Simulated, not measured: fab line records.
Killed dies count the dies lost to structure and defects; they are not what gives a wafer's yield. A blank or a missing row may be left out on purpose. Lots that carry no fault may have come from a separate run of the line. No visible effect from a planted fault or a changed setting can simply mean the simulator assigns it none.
What tool caused it? || flow n5 finfet || 36 wafers from 12 lots sampled at 4 of the route's 1938 steps

== WHAT EACH GAUGE READ, for each wafer ==
N5_FIN_SAQP_CD_MEAS_37 targets a cd of 8 nm.
{"lot": "L075", "measured": "day 2 07:52", "on": "cd sem-03", "cd nm (nm)": "8.54 8.37 7.95"}
{"lot": "L077", "measured": "day 2 21:10", "on": "cd sem-03", "cd nm (nm)": "8.20 8.28 8.37"}
{"lot": "L079", "measured": "day 3 10:18", "on": "cd sem-03", "cd nm (nm)": "8.08 8.24 8.03"}
{"lot": "L081", "measured": "day 3 20:12", "on": "cd sem-02", "cd nm (nm)": "8.60 8.21 8.23"}
{"lot": "L083", "measured": "day 4 07:25", "on": "cd sem-02", "cd nm (nm)": "8.17 8.23 8.23"}
{"lot": "L085", "measured": "day 5 00:45", "on": "cd sem-03", "cd nm (nm)": "8.09 8.28 8.11"}
{"lot": "L087", "measured": "day 5 10:52", "on": "cd sem-01", "cd nm (nm)": "7.83 7.41 8.04"}
{"lot": "L089", "measured": "day 5 22:46", "on": "cd sem-02", "cd nm (nm)": "8.62 7.94 8.17"}
{"lot": "L091", "measured": "day 6 08:18", "on": "cd sem-03", "cd nm (nm)": "8.16 8.38 8.78"}
{"lot": "L093", "measured": "day 6 21:16", "on": "cd sem-02", "cd nm (nm)": "7.84 7.98 8.00"}
{"lot": "L095", "measured": "day 7 08:47", "on": "cd sem-01", "cd nm (nm)": "8.20 8.06 8.03"}
{"lot": "L097", "measured": "day 7 19:59", "on": "cd sem-02", "cd nm (nm)": "7.96 7.93 8.32"}

== EACH LOT AND THE TOOL THAT RAN IT (in order: tool; ch and the chambers of the sampled wafers; start) ==
{"lot": "L075", "N5_FIN_SAQP_ETCH_52": "rie diel-03 ch 1,2,3, day 2 03:43", "N5_FIN_SAQP_SPACER1_ALD_24": "ald sin-04 ch 0,2, day 2 04:43", "N5_FIN_SAQP_ETCH_64": "rie si-05 ch 2,3, day 2 07:43"}
{"lot": "L077", "N5_FIN_SAQP_ETCH_52": "rie diel-05 ch 0,2,3, day 2 16:29", "N5_FIN_SAQP_SPACER1_ALD_24": "ald sin-03 ch 0,1,2, day 2 17:34", "N5_FIN_SAQP_ETCH_64": "rie si-06 ch 2,3, day 2 21:01"}
{"lot": "L079", "N5_FIN_SAQP_ETCH_52": "rie diel-02 ch 0,3, day 3 05:56", "N5_FIN_SAQP_SPACER1_ALD_24": "ald sin-03 ch 0,1,3, day 3 06:56", "N5_FIN_SAQP_ETCH_64": "rie si-04 ch 0,2,3, day 3 10:10"}
{"lot": "L081", "N5_FIN_SAQP_ETCH_52": "rie diel-05 ch 1,2,3, day 3 16:17", "N5_FIN_SAQP_SPACER1_ALD_24": "ald sin-01 ch 0,1,3, day 3 17:17", "N5_FIN_SAQP_ETCH_64": "rie si-04 ch 0,1,3, day 3 20:04"}
{"lot": "L083", "N5_FIN_SAQP_ETCH_52": "rie diel-02 ch 0,3, day 4 03:21", "N5_FIN_SAQP_SPACER1_ALD_24": "ald sin-04 ch 0,1,2, day 4 04:21", "N5_FIN_SAQP_ETCH_64": "rie si-06 ch 0,2, day 4 07:16"}
{"lot": "L085", "N5_FIN_SAQP_ETCH_52": "rie diel-05 ch 0,2, day 4 16:11", "N5_FIN_SAQP_SPACER1_ALD_24": "ald sin-01 ch 2,3, day 4 18:48", "N5_FIN_SAQP_ETCH_64": "rie si-04 ch 1,2,3, day 5 00:37"}
{"lot": "L087", "N5_FIN_SAQP_ETCH_52": "rie diel-05 ch 0,1, day 5 06:35", "N5_FIN_SAQP_SPACER1_ALD_24": "ald sin-03 ch 0,2,3, day 5 07:35", "N5_FIN_SAQP_ETCH_64": "rie si-05 ch 2,3, day 5 10:43"}
{"lot": "L089", "N5_FIN_SAQP_ETCH_52": "rie diel-05 ch 0,2,3, day 5 16:45", "N5_FIN_SAQP_SPACER1_ALD_24": "ald sin-04 ch 0,1,3, day 5 18:13", "N5_FIN_SAQP_ETCH_64": "rie si-05 ch 0,1,3, day 5 22:37"}
{"lot": "L091", "N5_FIN_SAQP_ETCH_52": "rie diel-05 ch 0,1,3, day 6 04:11", "N5_FIN_SAQP_SPACER1_ALD_24": "ald sin-03 ch 0,2,3, day 6 05:12", "N5_FIN_SAQP_ETCH_64": "rie si-06 ch 0,1,2, day 6 08:10"}
{"lot": "L093", "N5_FIN_SAQP_ETCH_52": "rie diel-03 ch 1,2,3, day 6 16:38", "N5_FIN_SAQP_SPACER1_ALD_24": "ald sin-04 ch 1,2, day 6 17:38", "N5_FIN_SAQP_ETCH_64": "rie si-06 ch 1,2,3, day 6 21:08"}
{"lot": "L095", "N5_FIN_SAQP_ETCH_52": "rie diel-05 ch 0,1,3, day 7 04:25", "N5_FIN_SAQP_SPACER1_ALD_24": "ald sin-04 ch 1,2, day 7 05:44", "N5_FIN_SAQP_ETCH_64": "rie si-04 ch 0,2,3, day 7 08:39"}
{"lot": "L097", "N5_FIN_SAQP_ETCH_52": "rie diel-02 ch 0,3, day 7 15:50", "N5_FIN_SAQP_SPACER1_ALD_24": "ald sin-03 ch 0,1,3, day 7 17:00", "N5_FIN_SAQP_ETCH_64": "rie si-04 ch 0,2,3, day 7 19:51"}
- N5_FIN_SAQP_ETCH_52: etches SOC in N2/H2, target depth 100 nm, overetch 20 nm, time 150 s.
- N5_FIN_SAQP_SPACER1_ALD_24: deposits SiO2, target thk 20.3 nm, pulse time 1 s, purge time 2 s.
- N5_FIN_SAQP_ETCH_64: etches SiO2 in CF4, target depth 1.5 nm.

== THE ANSWER, worked out from the rows above alone ==
Rule: what is usual is taken from the lots themselves. The widest of any qualifying gaps counts: lots, ordered by their means at a reading, are off when they make up no more than a third of the lots, leave a main group of 4 or more, and stand apart from it by 3 or more times the standard deviation of that group's means. The tables above print the reading to a certain number of digits; a main group whose means all agree to those digits is not used. A lot without any number at a reading at which 4 lots or more have one is off too. All remaining lots with rows at the step are treated as sound.
Across all readings shown, no lot is off: no conclusion can be drawn from this.

== WHAT HAD BEEN PUT IN BY THE SIMULATOR ==
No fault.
